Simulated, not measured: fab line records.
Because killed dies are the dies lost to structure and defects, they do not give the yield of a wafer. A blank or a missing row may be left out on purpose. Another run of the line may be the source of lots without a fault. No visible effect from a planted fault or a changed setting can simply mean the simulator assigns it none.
The tool behind it: which one? || flow nand harc || 9 lots with 27 wafers sampled at 5 steps, on a route of 1302 steps

## WHAT THE GAUGES READ, wafer by wafer
NHARC_A_CHANNEL_HOLE_D1_CD_MEAS_30.
{"lot": "L902", "measured": "day 9 05:20", "on": "cd sem-03", "cd nm (nm)": "89.5 92.8 87.1"}
{"lot": "L906", "measured": "day 10 16:07", "on": "cd sem-01", "cd nm (nm)": "93.7 91.7 92.0"}
{"lot": "L912", "measured": "day 13 08:05", "on": "cd sem-01", "cd nm (nm)": "-0.5 1.8 3.7"}
{"lot": "L913", "measured": "day 13 14:40", "on": "cd sem-03", "cd nm (nm)": "1.2 0.1 3.9"}
{"lot": "L914", "measured": "day 14 15:47", "on": "cd sem-02", "cd nm (nm)": "89.7 88.1 89.5"}
{"lot": "L916", "measured": "day 15 05:01", "on": "cd sem-02", "cd nm (nm)": "86.6 90.2 90.2"}
{"lot": "L917", "measured": "day 15 19:50", "on": "cd sem-03", "cd nm (nm)": "88.7 91.5 89.7"}
{"lot": "L921", "measured": "day 17 02:08", "on": "cd sem-01", "cd nm (nm)": "90.7 93.2 94.4"}
{"lot": "L923", "measured": "day 17 23:53", "on": "cd sem-01", "cd nm (nm)": "90.7 90.9 90.6"}

## WHICH TOOL RAN EACH LOT (tool, then ch and the chambers of the sampled wafers, then the start)
{"lot": "L902", "NHARC_A_CHANNEL_HOLE_D1_ETCH_24": "har etch-01 ch 0,1, day 9 01:56", "NHARC_A_CHANNEL_HOLE_D1_ETCH_25": "har etch-01 ch 0,1, day 9 02:43", "NHARC_A_CHANNEL_HOLE_D1_ETCH_44": "rie diel-09 ch 0,1, day 9 04:33", "NHARC_A_CHANNEL_HOLE_D1_STRIP_27": "rie diel-09 ch 0,1,2, day 9 05:20 or earlier"}
{"lot": "L906", "NHARC_A_CHANNEL_HOLE_D1_ETCH_24": "har etch-01 ch 0,1, day 10 12:50", "NHARC_A_CHANNEL_HOLE_D1_ETCH_25": "har etch-01 ch 0,1, day 10 13:38", "NHARC_A_CHANNEL_HOLE_D1_ETCH_44": "rie diel-02 ch 1,2,3, day 10 15:19", "NHARC_A_CHANNEL_HOLE_D1_STRIP_27": "rie diel-02 ch 0,1,2, day 10 16:07 or earlier"}
{"lot": "L912", "NHARC_A_CHANNEL_HOLE_D1_ETCH_24": "har etch-01 ch 1, day 13 04:38", "NHARC_A_CHANNEL_HOLE_D1_ETCH_25": "har etch-01 ch 1, day 13 05:24", "NHARC_A_CHANNEL_HOLE_D1_ETCH_44": "rie diel-10 ch 0,1,3, day 13 07:18", "NHARC_A_CHANNEL_HOLE_D1_STRIP_27": "rie diel-10 ch 0,1,2, day 13 08:05 or earlier"}
{"lot": "L913", "NHARC_A_CHANNEL_HOLE_D1_ETCH_24": "har etch-01 ch 0,1, day 13 11:16", "NHARC_A_CHANNEL_HOLE_D1_ETCH_25": "har etch-01 ch 0,1, day 13 12:02", "NHARC_A_CHANNEL_HOLE_D1_ETCH_44": "rie diel-10 ch 0,1,3, day 13 13:52", "NHARC_A_CHANNEL_HOLE_D1_STRIP_27": "rie diel-10 ch 0,1,3, day 13 14:40 or earlier"}
{"lot": "L914", "NHARC_A_CHANNEL_HOLE_D1_ETCH_24": "har etch-01 ch 0,1, day 14 12:30", "NHARC_A_CHANNEL_HOLE_D1_ETCH_25": "har etch-01 ch 0,1, day 14 13:17", "NHARC_A_CHANNEL_HOLE_D1_ETCH_44": "rie diel-10 ch 0,1,2, day 14 14:58", "NHARC_A_CHANNEL_HOLE_D1_STRIP_27": "rie diel-10 ch 0,2,3, day 14 15:47 or earlier"}
{"lot": "L916", "NHARC_A_CHANNEL_HOLE_D1_ETCH_24": "har etch-02 ch 0,1, day 15 01:37", "NHARC_A_CHANNEL_HOLE_D1_ETCH_25": "har etch-02 ch 0,1, day 15 02:23", "NHARC_A_CHANNEL_HOLE_D1_ETCH_44": "rie diel-10 ch 1,2,3, day 15 04:13", "NHARC_A_CHANNEL_HOLE_D1_STRIP_27": "rie diel-10 ch 0,1, day 15 05:01 or earlier"}
{"lot": "L917", "NHARC_A_CHANNEL_HOLE_D1_ETCH_24": "har etch-01 ch 0,1, day 15 16:49", "NHARC_A_CHANNEL_HOLE_D1_ETCH_25": "har etch-01 ch 0,1, day 15 17:38", "NHARC_A_CHANNEL_HOLE_D1_ETCH_44": "rie diel-10 ch 0,1, day 15 19:02", "NHARC_A_CHANNEL_HOLE_D1_STRIP_27": "rie diel-10 ch 1,2, day 15 19:50 or earlier"}
{"lot": "L921", "NHARC_A_CHANNEL_HOLE_D1_ETCH_24": "har etch-01 ch 0,1, day 16 22:48", "NHARC_A_CHANNEL_HOLE_D1_ETCH_25": "har etch-01 ch 0,1, day 16 23:35", "NHARC_A_CHANNEL_HOLE_D1_ETCH_44": "rie diel-02 ch 2,3, day 17 01:21", "NHARC_A_CHANNEL_HOLE_D1_STRIP_27": "rie diel-02 ch 0,2,3, day 17 02:08 or earlier"}
{"lot": "L923", "NHARC_A_CHANNEL_HOLE_D1_ETCH_24": "har etch-01 ch 0,1, day 17 20:37", "NHARC_A_CHANNEL_HOLE_D1_ETCH_25": "har etch-01 ch 0,1, day 17 21:24", "NHARC_A_CHANNEL_HOLE_D1_ETCH_44": "rie diel-02 ch 0,2, day 17 23:05", "NHARC_A_CHANNEL_HOLE_D1_STRIP_27": "rie diel-02 ch 1,2,3, day 17 23:53 or earlier"}
- NHARC_A_CHANNEL_HOLE_D1_ETCH_24: etches the open film in C4F8/O2/Ar, time 906.2 s, target depth 1500 nm.
- NHARC_A_CHANNEL_HOLE_D1_ETCH_25: etches the open film in C4F8/O2/Ar, time 1040.2 s, target depth 1500 nm.
- NHARC_A_CHANNEL_HOLE_D1_ETCH_44: etches the open film in CF4/O2, target depth 140 nm, overetch 14 nm, time 77 s.
- NHARC_A_CHANNEL_HOLE_D1_STRIP_27: strips in O2.

## THE ANSWER, worked out from the rows above alone
Rule: what is usual is taken from the lots themselves. The widest of any qualifying gaps counts: lots, ordered by their means at a reading, are off when they make up no more than a third of the lots, leave a main group of 4 or more, and stand apart from it by 3 or more times the standard deviation of that group's means. A main group is skipped when, at the precision printed for the reading in the tables above, its means are all equal. Also off: a lot with no number at a reading for which 4 or more lots have one. Where the step has rows for the other lots, those lots are counted as sound.
Off, at NHARC_A_CHANNEL_HOLE_D1_CD_MEAS_30 on cd nm: L912, L913. For the main group the mean is 90.5 nm and the standard deviation 1.4.
If a tool, at a process step before that reading, ran all the lots that are off and no sound lot after the first of them, it fits. Gauges at NHARC_A_CHANNEL_HOLE_D1_CD_MEAS_30: tried the same way as those tools. With no start given for some of its lots, NHARC_A_CHANNEL_HOLE_D1_STRIP_27 uses the hours and lot order of NHARC_A_CHANNEL_HOLE_D1_CD_MEAS_30. Not one of the candidates tried fits.

## WHAT HAD BEEN PUT IN BY THE SIMULATOR
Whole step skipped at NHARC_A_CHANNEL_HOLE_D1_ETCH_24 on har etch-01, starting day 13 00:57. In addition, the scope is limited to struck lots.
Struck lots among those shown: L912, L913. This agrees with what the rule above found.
